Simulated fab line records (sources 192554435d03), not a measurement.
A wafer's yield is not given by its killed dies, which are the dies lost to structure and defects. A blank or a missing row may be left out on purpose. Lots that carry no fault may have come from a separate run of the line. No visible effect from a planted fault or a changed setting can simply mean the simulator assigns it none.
fab line records | flow n5-finfet
[record] lots = 7 wafers = 21
route steps=1938 shown BEOL_M8@1357 BEOL_M9@1401 BEOL_M11@1562 BEOL_M12@1637 BEOL_M14@1742
start-h: hours from the record's opening day to when the first of the lot's shown wafers began | wait-h: time in hours since the lot's previous step | " unchanged from the row above | L1.1+2: one row covering several wafers at once | - either no value or no given start | * or withheld: withheld | < > ~ a bound
route shown NAME@n: NAME is a module with steps in the file, n the number in the route of the first one | usual: average and standard deviation across the fault-free wafers | same: alike in all rows | chamber/n: place in a boat | sites: the reading at each site | _std_site: how widely they spread, as a standard deviation | _edge_site: mean of outer sites minus mean of inner sites | radius-mm: for every site, how far away it sits from the centre of the wafer | mask NAME#n: copy n | behind: tool/chamber where the wafer was last shaped | hold: what put the lot on hold/how long, in hours/how the hold closed | device: which transistor (n, p or np) failed to switch | end of line: tests of these same wafers at the route's end | a step with no rows: only its recipe | killed: at the first sort, the dies lost to defects and structure; wafer yield is something else | map: a wafer's dies, marking killed ones x, the rest . and places with no die _
set.NAME: the setting that was run; set.NAME@STEP: the one run at that earlier step | model.NAME: the simulator's own value behind a step, which no gauge read
lots where settings were altered on purpose, with a table for each step and a row for each wafer
[[steps]]
[step N5_BEOL_M8_COAT_64]
[recipe] resist = SiARC temp-c = 220 time-s = 60 spin-rpm = 1500 resist-thk-nm = 12
// columns lot.wafer tool chamber start-h wait-h set.spin-rpm model.SiARC_of_BEOL_M8_COAT_64.thk-nm
L074.1 litho-track-03 0 - - 1500 12
L074.2+3 " 0 " " 1570 11.8
L079.3 litho-track-01 0 - - 1388 12.4
L079.5+6 " 0 " " 1500 12
L084.1+2 litho-track-03 0 - - 1364 12.6
L084.5 " 0 " " 1500 12
L087.3+5+6 litho-track-04 0 - - 1570 11.8
L088.1+3 litho-track-01 0 - - 1500 12
L088.2 " 0 " " 1432 12.2
L092.4+5+6 litho-track-01 0 - - 1500 12
L095.2+3 litho-track-04 0 - - 1500 12
L095.6 " 0 " " 1500 12.2
[step N5_BEOL_M8_COAT_71]
[recipe] resist = underlayer temp-c = 205 time-s = 60 spin-rpm = 1500 resist-thk-nm = 5
[step N5_BEOL_M8_COAT_22]
[recipe] resist = CAR-EUV spin-rpm = 1500 resist-thk-nm = 30
[step N5_BEOL_M8_DESCUM_33]
[recipe] chemistry = O2 time-s = 7 source-power-w = 50 bias-power-w = 20 pressure-mtorr = 20 rf-frequency-hz = 2.712e+07 temp-c = 40 resist = CAR-EUV o2-flow-sccm = 225
[step N5_BEOL_M8_ETCH_72]
[recipe] chemistry = N2/H2 target = underlayer target-depth-a = 65 mask-material = CAR-EUV time-s = 5.2 ion-energy-ev = 200 pressure-mtorr = 30 source-w = 840 bias-w = 150 n2-flow-sccm = 200 h2-flow-sccm = 200 ends = cleared
[step N5_BEOL_M8_ETCH_65]
[recipe] chemistry = CF4 target = SiARC target-depth-a = 156 mask-material = CAR-EUV time-s = 26 ion-energy-ev = 80 pressure-mtorr = 40 source-w = 545 bias-w = 36 Ar_flow_sccm = 100 cf4-flow-sccm = 100 ends = cleared
// columns lot.wafer tool chamber start-h wait-h set.spin-rpm@BEOL_M8_COAT_64 model.etch.depth-nm
L074.1 rie-diel-01 3 201.02 0.0 1500 12
L074.2 " 1 " " 1570 11.77
L074.3 " 2 " " 1570 11.74
L079.3 rie-diel-01 1 222.37 0.0 1388 12.48
L079.5 " 3 " " 1500 11.96
L079.6 " 2 " " 1500 11.95
L084.1 rie-diel-01 2 276.69 0.0 1364 12.59
L084.2 " 3 " " 1364 12.57
L084.5 " 1 " " 1500 11.98
L087.3+5 rie-diel-01 0,1 287.64 0.0 1570 11.77
L087.6 " 0 " " 1570 11.85
L088.1 rie-diel-06 0 296.44 0.0 1500 11.98
L088.2 " 2 " " 1432 12.22
L088.3 " 1 " " 1500 11.97
L092.4+5 rie-diel-01 0,2 313.94 0.0 1500 12
L092.6 " 3 " " 1500 11.97
L095.2 rie-diel-06 0 348.59 0.0 1500 12.09
L095.3 " 2 " " 1500 12.07
L095.6 " 3 " " 1500 12.1
[step N5_BEOL_M9_ILD_DEP_00]
[recipe] material = SiCOH_lowk target-thk-a = 3085.1 temp-c = 300 precursor = DEMS/porogen pressure-torr = 5 rf-w = 500 time-s = 58
// columns lot.wafer tool chamber start-h wait-h set.time-s model.SiCOH_lowk_of_BEOL_M9_ILD_DEP_00.thk-nm
L074.1 pecvd-01 1 204.02 0.0 50.42 267.4
L074.2 " 0 " " 58 302.2
L074.3 " 2 " " 58 305.4
L079.3 pecvd-01 1 225.18 0.0 52.29 275.2
L079.5 " 2 " " 58 311.4
L079.6 " 1 " " 52.29 281.2
L084.1 pecvd-03 1 280.11 0.0 61.69 330.2
L084.2 " 2 " " 58 307.6
L084.5 " 2 " " 61.69 331.6
L087.3 pecvd-02 1 290.77 0.1 58 311.2
L087.5 " 2 " " 58 313.6
L087.6 " 1 " " 58 314.4
L088.1 pecvd-02 1 299.92 0.0 62.71 333.4
L088.2 " 0 " " 62.71 332.8
L088.3 " 2 " " 58 307.8
L092.4 pecvd-03 0 316.87 0.1 58 318
L092.5 " 2 " " 58 313
L092.6 " 1 " " 58 314.2
L095.2 pecvd-03 1 352.01 0.0 58 304
L095.3 " 2 " " 58 308.4
L095.6 " 1 " " 58 311.2
[step N5_BEOL_M9_CURE_71]
[recipe] temp-c = 385 time-s = 240 ambient = He/Ar material = SiCOH_lowk
// columns lot.wafer tool chamber start-h wait-h set.time-s@BEOL_M9_ILD_DEP_00 model.SiCOH_lowk_of_BEOL_M9_ILD_DEP_00.thk-nm
L074.1 uv-cure-03 2 204.10 0.0 50.42 231.8
L074.2 " 2 " " 58 262.4
L074.3 " 2 " " 58 265.4
L079.3 uv-cure-03 2 225.42 0.2 52.29 238.6
L079.5 " 2 " " 58 270.6
L079.6 " 2 " " 52.29 243.8
L084.1 uv-cure-03 0 280.63 0.5 61.69 287.2
L084.2 " 0 " " 58 267.2
L084.5 " 0 " " 61.69 288.4
L087.3 uv-cure-03 0 291.17 0.4 58 270.4
L087.5 " 0 " " 58 272.6
L087.6 " 0 " " 58 273.2
L088.1 uv-cure-02 1 300.01 0.1 62.71 290
L088.2 " 1 " " 62.71 289.4
L088.3 " 1 " " 58 267.4
L092.4 uv-cure-03 0 317.16 0.3 58 276.4
L092.5 " 0 " " 58 271.8
L092.6 " 0 " " 58 273
L095.2 uv-cure-02 1 352.17 0.1 58 264
L095.3 " 1 " " 58 268
L095.6 " 1 " " 58 270.4
[step N5_BEOL_M9_THK_MEAS_01]
[recipe] reads = SiCOH_lowk_of_BEOL_M9_ILD_DEP_00
[usual] M9_ILD_THK = 269/3.5
// columns lot.wafer tool chamber start-h wait-h set.time-s@BEOL_M9_ILD_DEP_00 M9_ILD_THK[nm]
L074.1 film-metro-02 - 204.61 0.4 50.42 232
L074.2 " - " " 58 262
L074.3 " - " " 58 265
L079.3 film-metro-01 - 225.78 0.3 52.29 239
L079.5 " - " " 58 271
L079.6 " - " " 52.29 244
L084.1 film-metro-01 - 281.14 0.4 61.69 287
L084.2 " - " " 58 267
L084.5 " - " " 61.69 289
L087.3 film-metro-02 - 291.85 0.5 58 270
L087.5 " - " " 58 272
L087.6 " - " " 58 273
L088.1 film-metro-01 - 300.52 0.4 62.71 290
L088.2 " - " " 62.71 289
L088.3 " - " " 58 267
L092.4 film-metro-02 - 317.44 0.2 58 276
L092.5 " - " " 58 272
L092.6 " - " " 58 273
L095.2 film-metro-02 - 352.60 0.4 58 264
L095.3 " - " " 58 268
L095.6 " - " " 58 270
[step N5_BEOL_M9_COAT_60]
[recipe] resist = SiARC temp-c = 220 time-s = 60 spin-rpm = 1500 resist-thk-nm = 30
// columns lot.wafer tool chamber start-h wait-h set.spin-rpm model.SiARC_of_BEOL_M9_COAT_60.thk-nm
L074.1+2 litho-track-02 0 - - 1500 30
L074.3 " 0 " " 1415 31
L079.3+5 litho-track-04 0 - - 1415 31
L079.6 " 0 " " 1500 30
L084.1+5 litho-track-04 0 - - 1558 29.4
L084.2 " 0 " " 1500 30
L087.3 litho-track-05 0 - - 1408 31
L087.5 " 0 " " 1500 29.8
L087.6 " 0 " " 1500 30
L088.1 litho-track-04 0 - - 1500 29.8
L088.2+3 " 0 " " 1405 31
L092.4+6 litho-track-02 0 - - 1500 30
L092.5 " 0 " " 1340 31.8
L095.2+3+6 litho-track-02 0 - - 1500 30
[step N5_BEOL_M9_COAT_05]
[recipe] resist = CAR-ArF spin-rpm = 1500 resist-thk-nm = 90
[step N5_BEOL_M9_EBR_07]
[recipe] solvent = PGMEA ebr-width-mm = 1.5
[step N5_BEOL_M9_DESCUM_16]
[recipe] chemistry = O2 time-s = 7.9 source-power-w = 50 bias-power-w = 20 pressure-mtorr = 20 rf-frequency-hz = 2.712e+07 temp-c = 40 resist = CAR-ArF o2-flow-sccm = 225
[step N5_BEOL_M9_ETCH_61]
[recipe] chemistry = CF4 target = SiARC target-depth-a = 390 mask-material = CAR-ArF time-s = 65 ion-energy-ev = 80 pressure-mtorr = 40 source-w = 545 bias-w = 36 Ar_flow_sccm = 100 cf4-flow-sccm = 100 ends = cleared
[usual] etch-rf-on-time-s = 65.0/1.5
// columns lot.wafer tool chamber start-h wait-h set.spin-rpm@BEOL_M9_COAT_60 etch-rf-on-time-s model.etch.depth-nm model.CAR-ArF_of_BEOL_M9_COAT_05.thk-nm
L074.1 rie-diel-05 0 207.00 0.0 1500 63.5 30.05 55.8
L074.2 " 3 " " 1500 64.5 30.01 56
L074.3 " 2 " " 1415 66.3 31 54.8
L079.3 rie-diel-04 3 227.40 0.0 1415 67.8 30.92 54.6
L079.5 " 3 " " 1415 67.9 30.92 54.4
L079.6 " 2 " " 1500 63.6 30.07 55.4
L084.1 rie-diel-04 3 282.54 0.0 1558 63.4 29.42 56.2
L084.2 " 0 " " 1500 64.2 29.91 55.8
L084.5 " 0 " " 1558 63.1 29.34 56.4
L087.3 rie-diel-02 0 293.73 0.0 1408 67.6 30.98 55
L087.5 " 1 " " 1500 63.1 29.87 56.6
L087.6 " 2 " " 1500 63.7 29.9 56.2
L088.1 rie-diel-02 1 302.98 0.0 1500 63.5 29.86 56
L088.2 " 0 " " 1405 67.7 31.01 55
L088.3 " 2 " " 1405 67.4 30.97 54.8
L092.4 rie-diel-05 1 319.12 0.0 1500 65.3 30.07 55.2
L092.5 " 3 " " 1340 69.1 31.77 53.6
L092.6 " 2 " " 1500 64.8 30.05 55.4
L095.2 rie-diel-05 2 354.58 0.0 1500 65.0 29.92 55.6
L095.3 " 1 " " 1500 65.2 30.03 55.6
L095.6 " 2 " " 1500 65.0 29.95 55.6
[step N5_BEOL_M9_ETCH_62]
[recipe] chemistry = N2/H2 target = SOC target-depth-a = 1100 overetch-a = 220 mask-material = SiARC temp-c = 40 time-s = 165 ion-energy-ev = 200 pressure-mtorr = 30 source-w = 840 bias-w = 150 n2-flow-sccm = 200 h2-flow-sccm = 200
// columns lot.wafer tool chamber start-h wait-h set.spin-rpm@BEOL_M9_COAT_60 model.SiARC_of_BEOL_M9_COAT_60.thk-nm
L074.1 rie-diel-05 0 207.05 0.0 1500 23.2
L074.2 " 3 " " 1500 23.4
L074.3 " 2 " " 1415 24.8
L079.3+5 rie-diel-04 3 227.45 0.0 1415 24.4
L079.6 " 2 " " 1500 23.2
L084.1 rie-diel-04 3 282.59 0.0 1558 22.8
L084.2 " 0 " " 1500 23.2
L084.5 " 0 " " 1558 22.6
L087.3 rie-diel-02 0 293.78 0.0 1408 24.6
L087.5 " 1 " " 1500 23.2
L087.6 " 2 " " 1500 23
L088.1 rie-diel-02 1 303.03 0.0 1500 23.2
L088.2 " 0 " " 1405 24.6
L088.3 " 2 " " 1405 24.2
L092.4 rie-diel-05 1 319.17 0.0 1500 23.6
L092.5 " 3 " " 1340 25.2
L092.6 " 2 " " 1500 23.8
L095.2 rie-diel-05 2 354.63 0.0 1500 23.6
L095.3 " 1 " " 1500 23.4
L095.6 " 2 " " 1500 23.8
[step N5_BEOL_M11_COAT_22]
[recipe] resist = CAR-ArF spin-rpm = 1500 resist-thk-nm = 90
// columns lot.wafer tool chamber start-h wait-h set.spin-rpm model.CAR-ArF_of_BEOL_M11_COAT_22.thk-nm
L074.1 litho-track-04 0 - - 1500 90.2
L074.2+3 " 0 " " 1500 90.4
L079.3 litho-track-02 0 - - 1500 90
L079.5+6 " 0 " " 1500 89.8
L084.1 litho-track-04 0 - - 1500 89.8
L084.2+5 " 0 " " 1500 90
L087.3+5 litho-track-02 0 - - 1500 90
L087.6 " 0 " " 1500 89.8
L088.1+2 litho-track-04 0 - - 1452 91.4
L088.3 " 0 " " 1500 90
L092.4 litho-track-02 0 - - 1392 93
L092.5 " 0 " " 1500 89.4
L092.6 " 0 " " 1500 89.6
L095.2 litho-track-02 0 - - 1500 89.8
L095.3+6 " 0 " " 1500 90
[step N5_BEOL_M11_DEP_56]
[recipe] material = SiCN target-thk-a = 300 temp-c = withheld precursor = 3MS/NH3 pressure-torr = 3 rf-w = 675 time-s = 10.5
// columns lot.wafer tool chamber start-h wait-h set.time-s model.SiCN_of_BEOL_M11_DEP_56.thk-nm
L074.1+3 pecvd-04 1,0 227.79 0.0 10.5 30
L074.2 " 2 " " 11.39 32.8
L079.3 pecvd-04 2 257.49 0.0 10.5 29.8
L079.5 " 1 " " 9.824 28.2
L079.6 " 0 " " 9.824 28.4
L084.1 pecvd-04 1 301.28 0.0 10.5 30
L084.2 " 2 " " 9.654 27.8
L084.5 " 0 " " 9.654 28.4
L087.3 pecvd-03 0 314.52 0.0 9.466 27
L087.5 " 1 " " 9.466 27.8
L087.6 " 2 " " 10.5 30.2
L088.1 pecvd-02 0 323.89 0.0 10.5 30.2
L088.2 " 2 " " 10.5 30
L088.3 " 1 " " 10.5 29.6
L092.4 pecvd-02 0 343.06 0.0 10.5 30.4
L092.5 " 1 " " 10.5 29.8
L092.6 " 2 " " 10.5 30.2
L095.2 pecvd-02 2 380.10 0.0 10.5 29.8
L095.3 " 1 " " 10.5 29.6
L095.6 " 1 " " 10.5 30
[step N5_BEOL_M12_ETCH_68]
[recipe] chemistry = N2/H2 target = SOC mask-material = SiARC source-w = 3000 bias-w = 350 temp-c = 40 time-s = 285 ion-energy-ev = 200 pressure-mtorr = 30 n2-flow-sccm = 200 h2-flow-sccm = 200
// columns lot.wafer tool chamber start-h wait-h set.time-s model.SiARC_of_BEOL_M12_COAT_66.thk-nm
L074.1 rie-diel-01 3 229.80 0.1 285 87
L074.2 " 2 " " 285 87.4
L074.3 " 1 " " 285 86.6
L079.3 rie-diel-01 3 259.50 0.1 285 86
L079.5 " 3 " " 285 86.2
L079.6 " 1 " " 285 85.4
L084.1 rie-diel-06 1 303.20 0.1 285 85.2
L084.2 " 0 " " 285 85.8
L084.5 " 3 " " 285 86.2
L087.3 rie-diel-01 2 316.68 0.1 265.7 87.8
L087.5 " 2 " " 265.7 87.6
L087.6 " 3 " " 285 86.6
L088.1 rie-diel-06 2 326.36 0.1 285 85
L088.2 " 0 " " 305.6 84
L088.3 " 1 " " 285 85.2
L092.4 rie-diel-01 3 344.97 0.1 322.2 83
L092.5 " 1 " " 285 85.4
L092.6 " 0 " " 322.2 82.4
L095.2+6 rie-diel-01 2,1 382.08 0.1 285 85.4
L095.3 " 3 " " 285 85.8
[step N5_BEOL_M12_ETCH_38]
[recipe] chemistry = CF4/N2 target = SiCN target-depth-a = 687 taper-deg = 2 time-s = 73.4 ion-energy-ev = 150 mask-material = SiO2 pressure-mtorr = 40 source-w = 430 bias-w = 70 Ar_flow_sccm = 100 cf4-flow-sccm = 60 n2-flow-sccm = 60
// columns lot.wafer tool chamber start-h wait-h set.time-s model.etch.depth-nm
L074.1 rie-diel-03 1 231.95 - 73.4 57.99
L074.2 " 3 " " 79.76 63.49
L074.3 " 0 " " 79.76 62.93
L079.3 rie-diel-06 2 263.44 - 73.4 60.04
L079.5 " 1 " " 73.4 58.16
L079.6 " 2 " " 73.4 59.68
L084.1 rie-diel-06 0 307.59 - 73.4 60.47
L084.2 " 1 " " 73.4 62.29
L084.5 " 3 " " 73.4 58.91
L087.3 rie-diel-06 1 317.35 - 68.14 56.98
L087.5 " 2 " " 68.14 55.83
L087.6 " 1 " " 73.4 62.19
L088.1 rie-diel-06 2 328.35 - 73.4 60
L088.2 " 0 " " 65.68 53.69
L088.3 " 1 " " 73.4 61.13
L092.4 rie-diel-06 0 345.54 - 60.84 50.31
L092.5 " 3 " " 73.4 58.57
L092.6 " 2 " " 60.84 49.55
L095.2 rie-diel-01 0 383.76 - 73.4 59.15
L095.3 " 2 " " 73.4 58.38
L095.6 " 0 " " 73.4 58.46
[step N5_BEOL_M14_EXPOSE_25]
[recipe] mask-id = M14 na = 0.8 source-shape = annular sigma-inner = 0.5 sigma-outer = 0.8 polarization = unpolarized target-cd-nm = 280 dose-mj = 26.6
// columns lot.wafer tool chamber start-h wait-h mask set.dose-mj
L074.1+3 krf-scanner-01 0 240.51 - M14#0 26.6
L074.2 " 0 " " M14#0 26.06
L079.3 krf-scanner-01 0 273.38 - M14#0 25.05
L079.5+6 " 0 " " M14#0 26.6
L084.1+2+5 krf-scanner-02 0 316.46 - M14#0 26.6
L087.3 krf-scanner-02 0 326.40 - M14#0 27.68
L087.5+6 " 0 " " M14#0 26.6
L088.1 krf-scanner-02 0 337.67 - M14#0 28.38
L088.2+3 " 0 " " M14#0 26.6
L092.4 krf-scanner-02 0 353.48 - M14#0 26.6
L092.5+6 " 0 " " M14#0 27.92
L095.2+3+6 krf-scanner-02 0 392.33 - M14#0 26.6
[step N5_BEOL_M14_DEVELOP_27]
[recipe] develop-time-s = 45 rinse-liquid = diw dry = air-spin dev-temp-c = 21
// columns lot.wafer tool chamber start-h wait-h set.develop-time-s
L074.1+3 litho-track-02 0 - - 52.5
L074.2 " 0 " " 45
L079.3+5 litho-track-05 0 - - 52.14
L079.6 " 0 " " 45
L084.1+2+5 litho-track-04 0 - - 45
L087.3+5+6 litho-track-05 0 - - 45
L088.1+2+3 litho-track-05 0 - - 45
L092.4+5+6 litho-track-04 0 - - 45
L095.2+3+6 litho-track-05 0 - - 45
[step N5_BEOL_M14_HARDBAKE_32]
[recipe] temp-c = 130 time-s = 120
[step N5_BEOL_M14_CD_MEAS_28]
[recipe] target-cd-nm = 284.4 landing-energy-ev = 500 detector = se-inlens
[usual] cd-nm = 285.2/1.6
// columns lot.wafer tool chamber start-h wait-h set.dose-mj@BEOL_M14_EXPOSE_25 cd-nm
L074.1 cd-sem-03 0 240.68 - 26.6 284.0
L074.2 " 0 " " 26.06 282.3
L074.3 " 0 " " 26.6 286.3
L079.3 cd-sem-01 0 273.54 - 25.05 274.5
L079.5 " 0 " " 26.6 287.6
L079.6 " 0 " " 26.6 286.0
L084.1 cd-sem-01 0 316.63 - 26.6 284.7
L084.2 " 0 " " 26.6 286.3
L084.5 " 0 " " 26.6 284.0
L087.3 cd-sem-02 0 326.56 - 27.68 291.8
L087.5 " 0 " " 26.6 285.4
L087.6 " 0 " " 26.6 285.0
L088.1 cd-sem-03 0 337.84 - 28.38 297.0
L088.2 " 0 " " 26.6 285.7
L088.3 " 0 " " 26.6 283.0
L092.4 cd-sem-01 0 353.63 - 26.6 286.3
L092.5 " 0 " " 27.92 295.4
L092.6 " 0 " " 27.92 293.9
L095.2 cd-sem-03 0 392.50 - 26.6 282.5
L095.3 " 0 " " 26.6 284.2
L095.6 " 0 " " 26.6 284.0
[step N5_BEOL_M14_DESCUM_33]
[recipe] chemistry = O2 time-s = 7.9 source-power-w = 50 bias-power-w = 20 pressure-mtorr = 20 rf-frequency-hz = 2.712e+07 temp-c = 40 o2-flow-sccm = 225
// columns lot.wafer tool chamber start-h wait-h set.dose-mj@BEOL_M14_EXPOSE_25 model.BEOL_M14.cd-nm
L074.1 rie-diel-03 1 241.49 0.8 26.6 284.2
L074.2 " 2 " " 26.06 282.2
L074.3 " 3 " " 26.6 286
L079.3 rie-diel-03 3 273.73 0.1 25.05 274.2
L079.5 " 1 " " 26.6 287.6
L079.6 " 2 " " 26.6 285.8
L084.1 rie-diel-06 3 316.72 0.0 26.6 284.2
L084.2 " 1 " " 26.6 286.8
L084.5 " 1 " " 26.6 284
L087.3 rie-diel-01 2 326.76 0.1 27.68 292
L087.5 " 3 " " 26.6 285.4
L087.6 " 2 " " 26.6 284.8
L088.1 rie-diel-03 1 337.96 0.0 28.38 297.2
L088.2 " 2 " " 26.6 285.8
L088.3 " 0 " " 26.6 283.6
L092.4 rie-diel-01 0 354.08 0.4 26.6 286.2
L092.5 " 1 " " 27.92 295.6
L092.6 " 0 " " 27.92 293.8
L095.2 rie-diel-06 3 392.59 0.0 26.6 282.6
L095.3+6 " 1,2 " " 26.6 284
[step N5_BEOL_M14_ETCH_67]
[recipe] chemistry = CF4 target = SiARC target-depth-a = 1430 time-s = 238.3 ion-energy-ev = 80 pressure-mtorr = 40 source-w = 545 bias-w = 36 Ar_flow_sccm = 100 cf4-flow-sccm = 100 ends = cleared
// columns lot.wafer tool chamber start-h wait-h set.dose-mj@BEOL_M14_EXPOSE_25 model.BEOL_M14.cd-nm
L074.1 rie-diel-03 1 241.52 0.0 26.6 279.4
L074.2 " 2 " " 26.06 277
L074.3 " 3 " " 26.6 280
L079.3 rie-diel-03 3 273.76 0.0 25.05 269.4
L079.5 " 1 " " 26.6 283.2
L079.6 " 2 " " 26.6 281.4
L084.1 rie-diel-06 3 316.76 0.0 26.6 279.8
L084.2 " 1 " " 26.6 282.6
L084.5 " 1 " " 26.6 279.6
L087.3 rie-diel-01 2 326.79 0.0 27.68 288.2
L087.5 " 3 " " 26.6 281.2
L087.6 " 2 " " 26.6 280.4
L088.1 rie-diel-03 1 337.99 0.0 28.38 293.6
L088.2 " 2 " " 26.6 281.2
L088.3 " 0 " " 26.6 278
L092.4 rie-diel-01 0 354.12 0.0 26.6 282
L092.5 " 1 " " 27.92 291.2
L092.6 " 0 " " 27.92 289.6
L095.2 rie-diel-06 3 392.62 0.0 26.6 278
L095.3 " 1 " " 26.6 279.8
L095.6 " 2 " " 26.6 279
[[key]]
[split] step = N5_BEOL_M8_COAT_64 setting = spin-rpm stated = 1500 by = wafer
[response] step = N5_BEOL_M8_COAT_64 reading = model.SiARC_of_BEOL_M8_COAT_64.thk-nm change = -0.0569 per = 1% r = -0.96
[response] step = N5_BEOL_M8_ETCH_65 reading = model.etch.depth-nm change = -0.0642 per = 1% r = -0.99
[split] step = N5_BEOL_M9_ILD_DEP_00 setting = time-s stated = 58 by = wafer
[response] step = N5_BEOL_M9_ILD_DEP_00 reading = model.SiCOH_lowk_of_BEOL_M9_ILD_DEP_00.thk-nm change = +3.09 per = 1% r = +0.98
[response] step = N5_BEOL_M9_CURE_71 reading = model.SiCOH_lowk_of_BEOL_M9_ILD_DEP_00.thk-nm change = +2.73 per = 1% r = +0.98
[response] step = N5_BEOL_M9_THK_MEAS_01 reading = M9_ILD_THK change = +2.73 per = 1% r = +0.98
[split] step = N5_BEOL_M9_COAT_60 setting = spin-rpm stated = 1500 by = wafer
[response] step = N5_BEOL_M9_COAT_60 reading = model.SiARC_of_BEOL_M9_COAT_60.thk-nm change = -0.174 per = 1% r = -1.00
[response] step = N5_BEOL_M9_ETCH_61 reading = etch-rf-on-time-s change = * per = 1% r = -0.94
[response] step = N5_BEOL_M9_ETCH_61 reading = model.etch.depth-nm change = -0.164 per = 1% r = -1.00
[response] step = N5_BEOL_M9_ETCH_61 reading = model.CAR-ArF_of_BEOL_M9_COAT_05.thk-nm change = +0.173 per = 1% r = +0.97
[response] step = N5_BEOL_M9_ETCH_62 reading = model.SiARC_of_BEOL_M9_COAT_60.thk-nm change = -0.185 per = 1% r = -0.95
[split] step = N5_BEOL_M11_COAT_22 setting = spin-rpm stated = 1500 by = wafer
[response] step = N5_BEOL_M11_COAT_22 reading = model.CAR-ArF_of_BEOL_M11_COAT_22.thk-nm change = -0.478 per = 1% r = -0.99
[split] step = N5_BEOL_M11_DEP_56 setting = time-s stated = 10.5 by = wafer
[response] step = N5_BEOL_M11_DEP_56 reading = model.SiCN_of_BEOL_M11_DEP_56.thk-nm change = +0.277 per = 1% r = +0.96
[split] step = N5_BEOL_M12_ETCH_68 setting = time-s stated = 285 by = wafer
[response] step = N5_BEOL_M12_ETCH_68 reading = model.SiARC_of_BEOL_M12_COAT_66.thk-nm change = -0.189 per = 1% r = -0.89
[split] step = N5_BEOL_M12_ETCH_38 setting = time-s stated = 73.4 by = wafer
[response] step = N5_BEOL_M12_ETCH_38 reading = model.etch.depth-nm change = +0.579 per = 1% r = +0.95
[split] step = N5_BEOL_M14_EXPOSE_25 setting = dose-mj stated = 26.6 by = wafer
[response] step = N5_BEOL_M14_CD_MEAS_28 reading = cd-nm change = +1.86 per = 1% r = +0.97
[response] step = N5_BEOL_M14_DESCUM_33 reading = model.BEOL_M14.cd-nm change = +1.88 per = 1% r = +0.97
[response] step = N5_BEOL_M14_ETCH_67 reading = model.BEOL_M14.cd-nm change = +1.98 per = 1% r = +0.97
[split] step = N5_BEOL_M14_DEVELOP_27 setting = develop-time-s stated = 45 by = wafer
response none clear
